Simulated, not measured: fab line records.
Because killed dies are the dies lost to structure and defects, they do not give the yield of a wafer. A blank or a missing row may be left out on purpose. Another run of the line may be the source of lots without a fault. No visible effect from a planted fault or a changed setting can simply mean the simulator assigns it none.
fab line records -- flow n5_finfet
record: lots: 13, wafers: 33, last_day: 19
route steps=1938 shown GATE_CUT@500 TV_LITHO@1886 PASSIVATION@1911
lots that met no fault: from a run of the same line without faults
start_h: hours from the record's first day to the start of the lot's first wafer shown -- wait_h: time in hours since the lot's previous step -- " same as the row above -- L1.1+2: several wafers, shown together as one row -- - either no value or no given start -- * or withheld: withheld -- < > ~ a bound
route shown NAME@n: a module of which the file shows steps, and the number in the route of the first -- usual: mean/standard deviation of fault-free wafers -- same: alike in all rows -- chamber/n: place in a boat -- sites: readings site by site -- _std_site: their standard deviation -- _edge_site: mean of outer sites minus mean of inner sites -- radius_mm: for every site, how far away it sits from the centre of the wafer -- mask NAME#n: copy n -- behind: tool/chamber where the wafer was last shaped -- hold: why the lot was held/for how many hours/how that ended -- device: which transistor (n, p or np) failed to switch -- end of line: tests run on the same wafers once the route is complete -- a step with no rows: only its recipe -- killed: the dies lost at the first sort to structure and to defects; this is not the yield of the wafer -- map: per-die view of a wafer (x killed, . not killed, _ where there is no die)
set.NAME: the setting that was run; set.NAME@STEP: the one run at that earlier step -- model.NAME: the simulator's own value behind a step, which no gauge read
a sample of lots followed through the steps of the route, with each step as a table and each wafer as a row
services: a tool's chamber out of use, with start hour (start_h, from the record's first day; less than 0 if before it), hours out, and reason
== steps ==
step: N5_GATE_CUT_CUT_ETCH_53
recipe: chemistry: SF6/Cl2, target: W, mask_material: SiO2, target_depth_a: 792, pressure_mtorr: 8, icp_w: 900, bias_w: 80, SF6_flow_sccm: 40, Cl2_flow_sccm: 60, ends: cleared
usual: drypump_motor_current_A: 5.6/0.4, etch_rf_on_time_s: 26.9/1.1, oes_product_au: 0.65/0.11, throttle_valve_pct: 29.2/0.32
lot.wafer,tool,chamber,start_h,wait_h,drypump_motor_current_A,etch_rf_on_time_s,oes_product_au,rf_hours_counter_h,throttle_valve_pct
L322.2,rie_metal-01,1,81.86,0.1,6.1,27.7,0.50,153,29.4
L322.3,rie_metal-01,0,81.86,0.1,5.6,26.7,0.81,-,28.9
L322.5,rie_metal-01,0,81.86,0.1,5.6,26.5,0.81,-,28.9
L323.3,rie_metal-03,0,91.25,0.1,5.7,25.5,0.53,-,28.9
L323.4,rie_metal-03,1,91.25,0.1,5.7,28.2,0.53,-,29.1
L324.1,rie_metal-01,0,106.28,0.1,5.6,26.9,0.78,7,28.9
L324.5,rie_metal-01,0,106.28,0.1,5.6,26.8,0.79,-,28.9
L324.6,rie_metal-01,0,106.28,0.1,5.6,26.7,0.78,-,28.9
L325.1,rie_metal-01,1,112.09,0.1,6.0,28.1,0.89,0,29.0
L325.5,rie_metal-01,0,112.09,0.1,5.6,26.7,0.78,-,28.9
L327.1,rie_metal-02,0,120.71,0.1,5.8,26.4,0.58,116,29.7
L327.2,rie_metal-02,1,120.71,0.1,4.8,25.8,0.63,71,29.5
L329.1,rie_metal-01,0,130.45,0.1,5.6,27.0,0.76,11,28.9
L329.2,rie_metal-01,1,130.45,0.1,6.0,28.3,0.84,2,29.0
L329.4,rie_metal-01,1,130.45,0.1,6.0,28.1,0.85,-,29.0
L330.2,rie_metal-03,0,131.95,0.1,5.7,25.7,0.54,131,28.9
L330.5,rie_metal-03,1,131.95,0.1,5.7,28.7,0.52,-,29.1
L333.3,rie_metal-01,0,153.23,0.1,5.5,26.8,0.76,-,28.9
L333.5,rie_metal-01,0,153.23,0.1,5.6,26.8,0.76,-,28.9
L333.6,rie_metal-01,1,153.23,0.1,6.0,28.4,0.84,-,29.0
L335.1,rie_metal-02,0,165.77,0.1,5.8,26.1,0.57,120,29.7
L335.5,rie_metal-02,1,165.77,0.1,4.8,25.8,0.63,-,29.5
L336.1,rie_metal-01,1,170.93,0.1,6.0,28.4,0.81,5,29.0
L336.2,rie_metal-01,0,170.93,0.1,5.6,26.6,0.76,14,29.0
L336.4,rie_metal-01,0,170.93,0.1,5.6,26.7,0.75,-,29.0
L341.1,rie_metal-02,1,200.62,0.1,4.8,25.7,0.62,76,29.5
L341.3,rie_metal-02,1,200.62,0.1,4.8,25.5,0.63,-,29.5
L342.1,rie_metal-02,1,207.14,0.1,4.8,25.8,0.62,77,29.5
L342.2,rie_metal-02,0,207.14,0.1,5.8,26.2,0.57,122,29.7
L342.5,rie_metal-02,1,207.14,0.1,4.8,25.7,0.62,-,29.5
L344.3,rie_metal-02,0,221.42,0.4,5.8,26.0,0.57,-,29.7
L344.5,rie_metal-02,0,221.42,0.4,5.8,26.0,0.57,-,29.8
L344.6,rie_metal-02,1,221.42,0.4,4.8,25.8,0.62,-,29.5
step: N5_PASSIVATION_DESCUM_12
recipe: chemistry: O2, time_s: 7.9, source_power_w: 50, bias_power_w: 20, pressure_mtorr: 20, rf_frequency_hz: 2.712e+07, temp_c: 40, o2_flow_sccm: 225
usual: drypump_motor_current_A: 5.75/0.28, oes_product_au: 0.79/0.09, rf_vpp_V: 242.9/1.5, showerhead_plenum_p_Torr: 2.08/0.066, throttle_valve_pct: 20.4/0.31
lot.wafer,tool,chamber,start_h,wait_h,drypump_motor_current_A,oes_product_au,rf_hours_counter_h,rf_vpp_V,showerhead_plenum_p_Torr,throttle_valve_pct
L322.2,rie_diel-01,0,279.03,0.0,5.62,0.80,98,243.5,2.04,20.1
L322.3,rie_diel-01,2,279.03,0.0,5.66,0.69,236,243.6,2.14,20.6
L322.5,rie_diel-01,0,279.03,0.0,5.65,0.80,-,243.5,2.04,20.1
L323.3,rie_diel-01,1,285.57,0.3,6.10,0.80,93,243.3,2.09,20.3
L323.4,rie_diel-01,0,285.57,0.3,5.68,0.79,100,241.3,2.04,20.1
L325.1,rie_diel-01,3,328.61,0.1,5.87,0.84,47,243.7,2.10,19.9
L325.5,rie_diel-01,0,328.61,0.1,5.67,0.77,-,242.7,2.03,20.1
L324.1,rie_diel-06,0,339.33,0.1,5.93,0.71,189,244.8,2.14,20.4
L324.5,rie_diel-06,0,339.33,0.1,5.91,0.72,-,242.8,2.14,20.4
L324.6,rie_diel-06,2,339.33,0.1,6.02,0.74,-,240.4,2.03,20.7
L329.1,rie_diel-06,3,347.66,0.4,5.39,0.79,95,245.6,2.17,20.3
L329.2,rie_diel-06,0,347.66,0.4,5.88,0.71,193,244.6,2.14,20.4
L329.4,rie_diel-06,0,347.66,0.4,5.90,0.71,-,243.7,2.14,20.4
L327.1,rie_diel-01,0,356.32,0.2,5.66,0.76,125,241.3,2.03,20.1
L327.2,rie_diel-01,2,356.32,0.2,5.67,0.96,4,244.4,2.14,20.3
L330.2,rie_diel-05,1,365.38,0.0,5.23,0.67,227,239.9,1.98,20.8
L330.5,rie_diel-05,3,365.38,0.0,5.76,0.77,-,241.8,2.00,20.0
L333.3,rie_diel-05,3,378.54,0.7,5.76,0.78,144,241.5,2.00,20.1
L333.5,rie_diel-05,1,378.54,0.7,5.19,0.68,-,241.0,1.98,20.8
L333.6,rie_diel-05,2,378.54,0.7,5.68,0.93,-,240.8,2.07,20.7
L336.1,rie_diel-01,0,385.17,0.0,5.65,0.76,131,241.2,2.03,20.1
L336.2,rie_diel-01,2,385.17,0.0,5.65,0.92,13,243.3,2.13,20.4
L336.4,rie_diel-01,1,385.17,0.0,6.14,0.77,124,243.7,2.08,20.3
L335.1,rie_diel-06,0,391.77,0.1,5.91,0.70,209,245.5,2.13,20.4
L335.5,rie_diel-06,3,391.77,0.1,5.40,0.77,-,243.9,2.16,20.3
L341.1,rie_diel-01,2,410.98,1.0,5.66,0.90,23,244.3,2.13,20.4
L341.3,rie_diel-01,0,410.98,1.0,5.62,0.75,139,241.6,2.02,20.1
L342.1,rie_diel-06,1,421.78,0.0,6.28,0.92,20,244.3,2.21,19.8
L342.2,rie_diel-06,3,421.78,0.0,5.43,0.78,120,244.3,2.16,20.3
L342.5,rie_diel-06,1,421.78,0.0,6.30,0.93,-,245.7,2.21,19.8
L344.3,rie_diel-05,3,454.50,0.2,5.75,0.75,173,240.7,1.99,20.1
L344.5,rie_diel-05,3,454.50,0.2,5.75,0.75,-,240.9,1.99,20.1
L344.6,rie_diel-05,2,454.50,0.2,5.66,0.88,-,240.8,2.06,20.7
step: N5_PASSIVATION_STRIP_34
recipe: chemistry: O2, power_w: 600, temp_c: 60, pressure_mtorr: 30, rf_frequency_hz: 6e+07, bias_power_w: 0, overash_fraction: 2, o2_flow_sccm: 225
usual: drypump_motor_current_A: 5.7/0.43, oes_product_au: 0.81/0.083, rf_vpp_V: 3.6/1.5, showerhead_plenum_p_Torr: 2.12/0.069, throttle_valve_pct: 16.67/0.25
lot.wafer,tool,chamber,start_h,wait_h,drypump_motor_current_A,oes_product_au,rf_hours_counter_h,rf_vpp_V,showerhead_plenum_p_Torr,throttle_valve_pct
L322.2,rie_diel-04,2,281.82,0.1,6.2,0.91,34,7.7,2.23,16.51
L322.3,rie_diel-04,3,281.82,0.1,6.0,0.87,51,4.5,2.13,16.70
L322.5,rie_diel-04,0,281.82,0.1,5.8,0.65,-,1.4,2.16,16.76
L323.3,rie_diel-02,0,287.53,0.1,6.3,0.76,119,4.0,2.12,17.02
L323.4,rie_diel-02,2,287.53,0.1,5.3,0.73,-,3.8,2.21,16.69
L325.1,rie_diel-03,3,331.75,0.1,4.9,0.85,62,4.3,2.20,16.37
L325.5,rie_diel-03,0,331.75,0.1,5.0,0.78,-,5.8,2.10,16.63
L324.1,rie_diel-04,0,343.59,0.3,5.8,0.95,8,8.5,2.16,16.27
L324.5,rie_diel-04,1,343.59,0.3,5.7,0.72,-,2.1,2.04,16.79
L324.6,rie_diel-04,2,343.59,0.3,6.2,0.87,-,3.1,2.22,16.60
L329.1,rie_diel-02,0,350.04,0.1,6.3,0.76,144,2.9,2.11,17.12
L329.2,rie_diel-02,2,350.04,0.1,5.2,0.72,187,2.2,2.20,16.74
L329.4,rie_diel-02,0,350.04,0.1,6.3,0.76,-,2.5,2.12,17.08
L327.1,rie_diel-04,3,359.03,0.1,6.0,0.85,80,3.3,2.12,16.77
L327.2,rie_diel-04,0,359.03,0.1,5.8,0.97,14,3.9,2.15,16.27
L330.2,rie_diel-03,0,367.63,0.1,5.0,0.77,105,1.3,2.10,16.63
L330.5,rie_diel-03,1,367.63,0.1,5.8,0.91,-,2.4,2.04,16.22
L333.3,rie_diel-02,0,380.73,0.2,6.3,0.72,158,3.2,2.11,17.15
L333.5,rie_diel-02,2,380.73,0.2,5.3,0.71,-,4.6,2.20,16.79
L333.6,rie_diel-02,1,380.73,0.2,5.5,0.88,-,4.7,2.05,16.73
L336.1,rie_diel-02,1,387.87,0.1,5.5,0.87,63,2.4,2.05,16.75
L336.2,rie_diel-02,0,387.87,0.1,6.3,0.72,161,2.4,2.11,17.20
L336.4,rie_diel-02,3,387.87,0.1,5.7,0.78,72,4.2,2.06,16.59
L335.1,rie_diel-04,0,394.42,0.1,5.8,0.94,27,7.2,2.15,16.35
L335.5,rie_diel-04,2,394.42,0.1,6.2,0.82,-,3.8,2.21,16.62
L341.1,rie_diel-03,2,413.27,0.1,5.3,0.94,7,4.4,2.24,16.61
L341.3,rie_diel-03,3,413.27,0.1,4.9,0.82,91,2.5,2.19,16.45
L342.1,rie_diel-04,3,424.06,0.1,6.0,0.81,107,1.7,2.11,16.81
L342.2,rie_diel-04,1,424.06,0.1,5.7,0.93,6,4.1,2.04,16.38
L342.5,rie_diel-04,2,424.06,0.1,6.2,0.84,-,2.0,2.21,16.60
L344.3,rie_diel-04,2,456.88,0.1,6.2,0.84,97,2.6,2.21,16.67
L344.5,rie_diel-04,0,456.88,0.1,5.8,0.89,-,5.2,2.14,16.38
L344.6,rie_diel-04,1,456.88,0.1,5.7,0.92,-,2.5,2.03,16.39
step: N5_PASSIVATION_PROBE_49
usual: defect_limited_yield: 91.2/1.4, killed_at_M0_to_M3: 34/9.3, killed_at_M4_up: 14/5.9, killed_at_contacts: 14/5.7, killed_at_front_end: 38/10, killed_at_other: 4/3.2, killed_dies: 104/17, killed_open: 67/13, killed_short: 33/6.9, sort_bin_5_function: 5.2/1, sort_bin_6_memory: 3.3/0.61, sort_bin_8_speed: 0.3/1.8, sort_n_pass: 1069/52, sort_yield_pct: 91/4.4
same: gross_dies: 1180, killed_at_back_side: 0, sort_bin_4_leakage[%]: 0
lot.wafer,tool,chamber,start_h,wait_h,defect_limited_yield[%],killed_at_M0_to_M3,killed_at_M4_up,killed_at_contacts,killed_at_front_end,killed_at_other,killed_dies,killed_open,killed_short,sort_bin_5_function[%],sort_bin_6_memory[%],sort_bin_8_speed[%],sort_n_pass,sort_yield_pct[%]
L327.2,prober-01,-,363.26,0.1,90.0,31,11,26,50,0,118,73,39,5.7,3.9,0,1062,90
L330.2,prober-01,-,372.00,0.1,91.4,35,8,5,50,4,102,65,34,4.7,3.7,0,1078,91
L330.5,prober-01,-,372.15,0.2,90.9,36,11,7,51,2,107,62,40,4.7,4.0,0,1073,91
L333.3,prober-02,-,385.23,0.1,80.5,22,14,32,159,3,230,69,25,11.9,4.4,0.3,947,80
L333.5,prober-02,-,385.33,0.2,82.5,21,11,15,154,6,207,50,25,11.0,4.3,0,973,82
L333.6,prober-02,-,385.38,0.3,81.9,34,11,17,148,3,213,62,27,11.6,4.1,0,967,82
L336.1,prober-01,-,392.21,0.0,81.0,39,12,13,160,0,224,57,36,11.7,4.7,0.2,954,81
L336.2,prober-01,-,392.26,0.1,78.0,43,12,13,157,35,260,68,26,15.7,3.8,0,920,78
L336.4,prober-01,-,392.36,0.2,79.5,39,10,12,173,8,242,70,40,13.0,4.5,0,938,79
killed by level:class
L327.2 MOL_CONTACT_COAG:geometric_particle:open=23 FIN_SAQP:geometric_particle:open=15 FIN_SAQP:geometric_particle:short=13 BEOL_M2:geometric_particle:open=7 STI_FIN_REVEAL:geometric_particle:open=5 BEOL_M0_SAQP:geometric_particle:short=5 BEOL_M0_SAQP:geometric_particle:open=4 BEOL_M3:geometric_particle:short=4
L330.2 FIN_SAQP:geometric_particle:open=18 BEOL_M2:geometric_particle:open=11 FIN_SAQP:geometric_particle:short=7 DUMMY_GATE:geometric_particle:open=7 BEOL_M0_SAQP:geometric_particle:open=5 BEOL_M1:geometric_particle:open=5 BEOL_M0_SAQP:geometric_particle:short=4 GATE_CUT:geometric_particle:short=4
L330.5 BEOL_M0_SAQP:geometric_particle:open=12 FIN_SAQP:geometric_particle:short=10 FIN_SAQP:geometric_particle:open=9 DUMMY_GATE:geometric_particle:open=8 BEOL_M3:geometric_particle:open=6 STI_FIN_REVEAL:geometric_particle:open=5 GATE_CUT:geometric_particle:short=5 MOL_CONTACT_COAG:geometric_particle:open=5
L333.3 GATE_CUT:unspecified=116 MOL_CONTACT_COAG:geometric_particle:open=21 SDB:area_etch=14 DUMMY_GATE:geometric_particle:open=6 MOL_CONTACT_COAG:geometric_particle:short=6 BEOL_M2:geometric_particle:open=5 MOL_CONTACT_COAG:area_etch=5 FIN_SAQP:geometric_particle:open=4
L333.5 GATE_CUT:unspecified=125 MOL_CONTACT_COAG:geometric_particle:open=14 STARTING-WAFER:geometric_particle:open=6 SDB:area_etch=5 DUMMY_GATE:geometric_particle:open=4 BEOL_M0_SAQP:geometric_particle:open=4 BEOL_M0_SAQP:geometric_particle:short=4 BEOL_M2:geometric_particle:open=4
L333.6 GATE_CUT:unspecified=120 MOL_CONTACT_COAG:geometric_particle:open=12 BEOL_M3:geometric_particle:open=9 BEOL_M0_SAQP:geometric_particle:short=7 BEOL_M2:geometric_particle:open=7 FIN_SAQP:geometric_particle:open=6 GATE_CUT:geometric_particle:open=5 MOL_CONTACT_COAG:geometric_particle:short=5
L336.1 GATE_CUT:unspecified=126 BEOL_M1:geometric_particle:open=10 BEOL_M0_SAQP:geometric_particle:short=9 GATE_CUT:geometric_particle:short=8 MOL_CONTACT_COAG:geometric_particle:open=8 BEOL_M0:geometric_particle:open=7 BEOL_M0_SAQP:geometric_particle:open=6 FIN_SAQP:geometric_particle:open=5
L336.2 GATE_CUT:unspecified=127 PASSIVATION:area_etch=33 MOL_CONTACT_COAG:geometric_particle:open=10 BEOL_M0_SAQP:geometric_particle:short=10 STI_FIN_REVEAL:geometric_particle:open=9 BEOL_M1:geometric_particle:open=9 BEOL_M0_SAQP:geometric_particle:open=8 ILD0:geometric_particle:open=5
L336.4 GATE_CUT:unspecified=120 STI_FIN_REVEAL:geometric_particle:open=18 BEOL_M0_SAQP:geometric_particle:open=13 MOL_CONTACT_COAG:geometric_particle:open=11 PASSIVATION:area_etch=8 GATE_CUT:geometric_particle:short=7 BEOL_M0_SAQP:geometric_particle:short=7 FIN_SAQP:geometric_particle:short=6
== services ==
tool,chamber,start_h,hours,kind
rie_metal-02,-,62.41,4.3,pm
rie_metal-01,-,67.95,0.4,repair
rie_diel-02,0,73.23,5.6,repair
rie_diel-02,0,82.78,5.5,repair
rie_diel-04,0,98.94,4.2,repair
rie_diel-06,-,132.24,0.2,repair
rie_diel-01,2,137.63,13.2,repair
rie_diel-06,-,142.13,0.4,repair
rie_metal-02,-,144.65,0.8,repair
rie_diel-01,3,145.39,3.7,repair
rie_diel-04,0,148.13,4.3,repair
rie_diel-01,3,191.61,6.5,repair
rie_metal-02,-,204.99,0.6,repair
rie_metal-01,-,219.62,2.8,pm
rie_diel-01,1,226.27,14.9,repair
rie_diel-01,3,231.16,2.1,repair
rie_diel-01,1,243.55,4.0,repair
rie_diel-04,2,244.17,16.4,repair
rie_metal-02,0,304.83,6.8,repair
rie_diel-01,1,352.91,9.1,repair
rie_diel-01,0,360.33,9.2,repair
rie_diel-04,2,395.37,6.0,repair
rie_metal-01,-,438.23,10.0,pm
rie_diel-04,-,442.73,3.5,repair
== key ==
first_sign: step: N5_PASSIVATION_PROBE_49, reading: killed_at_front_end, direction: up, sigmas: 11, usual: 38, struck: 158
effect: step: N5_PASSIVATION_PROBE_49, reading: killed_dies, direction: up, sigmas: 7.4, usual: 104, struck: 229
more_kills_born_at: N5_GATE_CUT_CUT_ETCH_53@rie_metal-01: 734
met_at N5_GATE_CUT_CUT_ETCH_53
struck_lots L333,L336
baseline_loss: step: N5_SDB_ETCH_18, wafers: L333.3
baseline_loss: step: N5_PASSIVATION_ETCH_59, wafers: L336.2
not_acting_at N5_PASSIVATION_DESCUM_12,N5_PASSIVATION_STRIP_34
onset_between 130.45 153.23
fault: kind: chamber_particle_source, tool: rie_metal-01, chamber: -, onset_h: 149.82, steps: N5_GATE_CUT_CUT_ETCH_53, rate_per_visit_cm2: 0.93616, end_h: 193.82
baseline_loss: these wafers lose ten dies or more at that step, a loss of the line's own and not of a fault; the sort's usual values leave them out
